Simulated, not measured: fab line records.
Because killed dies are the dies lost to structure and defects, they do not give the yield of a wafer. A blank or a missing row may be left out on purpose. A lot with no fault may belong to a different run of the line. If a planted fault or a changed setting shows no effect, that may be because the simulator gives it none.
Which tool did it?    flow nandHarc    36 wafers from 12 lots sampled at 6 of the route's 1159 steps

== WHAT THE GAUGES READ, wafer by wafer ==
NHARC_P_STI_CD_MEAS_09: target cd 200 nm.
lot   measured     on        cdNm (nm)
L780  day 2 12:19  cdSem-03  204.5 199.7 200.2
L782  day 2 20:22  cdSem-02  204.4 203.3 200.4
L784  day 3 12:52  cdSem-03  200.5 200.5 203.6
L785  day 3 18:28  cdSem-02  198.3 203.0 197.0
L787  day 4 05:07  cdSem-02  205.2 199.0 203.9
L788  day 4 14:14  cdSem-02  198.4 202.2 199.8
L789  day 4 14:23  cdSem-02  197.1 198.0 196.0
L790  day 5 00:01  cdSem-01  205.4 202.3 200.1
L793  day 5 17:40  cdSem-03  197.4 202.6 198.3
L799  day 7 02:55  cdSem-01  201.7 200.7 201.5
L800  day 7 11:06  cdSem-02  200.3 203.6 200.6
L802  day 8 02:12  cdSem-01  201.0 202.3 200.2

NHARC_P_STI_OVL_MEAS_10.
lot   measured     on          overlayXNm (nm)  overlayYNm (nm)
L780  day 2 12:23  overlay-01  -3 -4 -4         11 11 11
L782  day 2 20:27  overlay-01  5 5 6            1 1 1
L784  day 3 12:57  overlay-02  -1 -2 -1         -5 -5 -4
L785  day 3 18:33  overlay-02  -7 -7 -7         10 10 10
L787  day 4 05:12  overlay-01  -12 -12 -12      3 3 3
L788  day 4 14:19  overlay-01  11 11 11         -6 -6 -5
L789  day 4 14:29  overlay-01  6 6 6            -9 -9 -10
L790  day 5 00:07  overlay-01  -1 -1 -1         0 0 -1
L793  day 5 17:45  overlay-01  11 11 9          6 7 6
L799  day 7 03:01  overlay-02  3 2 3            5 5 5
L800  day 7 11:11  overlay-01  -1 0 0           -1 0 0
L802  day 8 02:17  overlay-01  6 6 6            -6 -5 -5

NHARC_P_GATE_CD_MEAS_11: target cd 1640 nm.
lot   measured     on        cdNm (nm)
L780  day 4 03:59  cdSem-03  1642.8 1641.2 1640.2
L782  day 4 12:44  cdSem-03  1639.7 1640.8 1642.3
L784  day 5 05:11  cdSem-02  1640.6 1639.4 1641.1
L785  day 5 05:21  cdSem-01  1640.2 1639.2 1640.3
L787  day 5 14:52  cdSem-02  1641.0 1640.3 1640.0
L788  day 6 05:53  cdSem-02  1639.4 1638.2 1637.9
L789  day 6 05:43  cdSem-02  - - -
L790  day 6 16:35  cdSem-01  1636.3 1637.2 1639.8
L793  day 7 08:25  cdSem-01  1638.4 1639.0 1639.1
L799  day 8 19:55  cdSem-02  1641.0 1640.9 1638.6
L800  day 9 02:31  cdSem-01  1639.8 1638.4 1637.9
L802  day 9 15:59  cdSem-03  1638.3 1638.8 1639.3

NHARC_END_SORT_01.
lot   measured      on         killedAtArray  killedAtOther  killedAtPeriphery  killedDies   killedOpen  killedShort
L789  day 21 18:20  prober-01  37 33 46       0 0 0          640 644 631        677 677 677  2 1 3       4 0 3

== WHICH TOOL RAN EACH LOT (tool, then ch and the chambers of the sampled wafers, then the start) ==
lot   NHARC_P_ZERO_WELL_DESCUM_54       NHARC_P_GATE_EXPOSE_08
L780  rieDiel-07 ch 0,1,2, day 1 17:58  krfScanner-01 ch 0, day 4 03:49
L782  rieDiel-01 ch 0,1,2, day 2 06:29  krfScanner-03 ch 0, day 4 12:35
L784  rieDiel-01 ch 2,3, day 2 17:56    krfScanner-03 ch 0, day 5 05:01
L785  rieDiel-01 ch 0,2,3, day 2 23:47  krfScanner-01 ch 0, day 5 05:11
L787  rieDiel-11 ch 1,2,3, day 3 11:55  krfScanner-02 ch 0, day 5 14:43
L788  rieDiel-11 ch 0,1,3, day 3 18:05  krfScanner-02 ch 0, day 6 05:44
L789  rieDiel-11 ch 1,2,3, day 3 23:41  krfScanner-03 ch 0, day 6 05:33
L790  rieDiel-11 ch 0,2,3, day 4 05:50  krfScanner-02 ch 0, day 6 16:25
L793  rieDiel-07 ch 0,1, day 4 23:58    krfScanner-02 ch 0, day 7 08:16
L799  rieDiel-11 ch 0,3, day 6 11:47    krfScanner-03 ch 0, day 8 19:45
L800  rieDiel-11 ch 0,1,2, day 6 18:04  krfScanner-03 ch 0, day 9 02:22
L802  rieDiel-01 ch 0,2,3, day 7 06:02  krfScanner-01 ch 0, day 9 15:50
- NHARC_P_ZERO_WELL_DESCUM_54: chemistry O2, time 3 s.
- NHARC_P_GATE_EXPOSE_08: exposes mask P HV.

== AS READ BY THE TOOLS THEMSELVES (means over the sampled wafers that have a number; for cases with no such wafer, the mark the record gives instead) ==
NHARC_P_ZERO_WELL_DESCUM_54.
lot   tool        drypumpMotorCurrentA (A)  oesProductAu (a.u.)  rfVppV (V)  showerheadPlenumPTorr (Torr)  throttleValvePct (%)
L780  rieDiel-07  5.4                       0.995                58.2        1.99                          11.312
L782  rieDiel-01  6.1                       1.008                58.0        1.96                          11.320
L784  rieDiel-01  5.8                       1.001                59.2        1.98                          11.319
L785  rieDiel-01  5.9                       0.993                58.4        1.92                          11.310
L787  rieDiel-11  6.1                       0.994                57.3        1.94                          11.309
L788  rieDiel-11  6.0                       0.997                58.4        1.96                          11.311
L789  rieDiel-11  6.2                       1.001                57.0        1.94                          11.306
L790  rieDiel-11  6.1                       1.008                58.0        1.95                          11.306
L793  rieDiel-07  5.3                       1.002                58.3        1.98                          11.315
L799  rieDiel-11  5.9                       0.994                57.7        1.97                          11.312
L800  rieDiel-11  6.2                       1.004                57.5        1.94                          11.308
L802  rieDiel-01  5.9                       0.999                58.3        1.92                          11.301

NHARC_P_GATE_EXPOSE_08.
lot   tool           stageVelMmS (mm/s)
L780  krfScanner-01  499.68
L782  krfScanner-03  500.11
L784  krfScanner-03  500.02
L785  krfScanner-01  500.27
L787  krfScanner-02  500.15
L788  krfScanner-02  500.03
L789  krfScanner-03  500.02
L790  krfScanner-02  500.00
L793  krfScanner-02  500.00
L799  krfScanner-03  500.05
L800  krfScanner-03  499.94
L802  krfScanner-01  500.19

== THE ANSWER, worked out from the rows above alone ==
Rule: usual is defined by the lots themselves. Put in order of their means at a reading, lots are off if they are a third of the lots or fewer, leave a main group of 4 or more, and stand apart from it by a gap of 3 or more times the standard deviation of the main group's means; of several such gaps the widest counts. The tables above print the reading to a certain number of digits; a main group whose means all agree to those digits is not used. Also off: a lot with no number at a reading for which 4 or more lots have one. The other lots that the step has rows for count as sound. After the gauges, taken in route order, come the tools' own readings; for these a lot's mean is taken, as printed above. At the first step where some lot is off, the reading lying furthest off is the one used; lots without a number count as furthest.
Off, at NHARC_P_GATE_CD_MEAS_11 on cdNm: L789. Without a number there: L789. For the main group the mean is 1639.6 nm and the standard deviation 1.1.
A tool fits if, at a process step before that reading, it ran every lot that is off, and no sound lot after the first of them. The gauges at NHARC_P_GATE_CD_MEAS_11 are tried like those tools. Of those tried, none fits.

== WHAT WAS PUT IN BY THE SIMULATOR ==
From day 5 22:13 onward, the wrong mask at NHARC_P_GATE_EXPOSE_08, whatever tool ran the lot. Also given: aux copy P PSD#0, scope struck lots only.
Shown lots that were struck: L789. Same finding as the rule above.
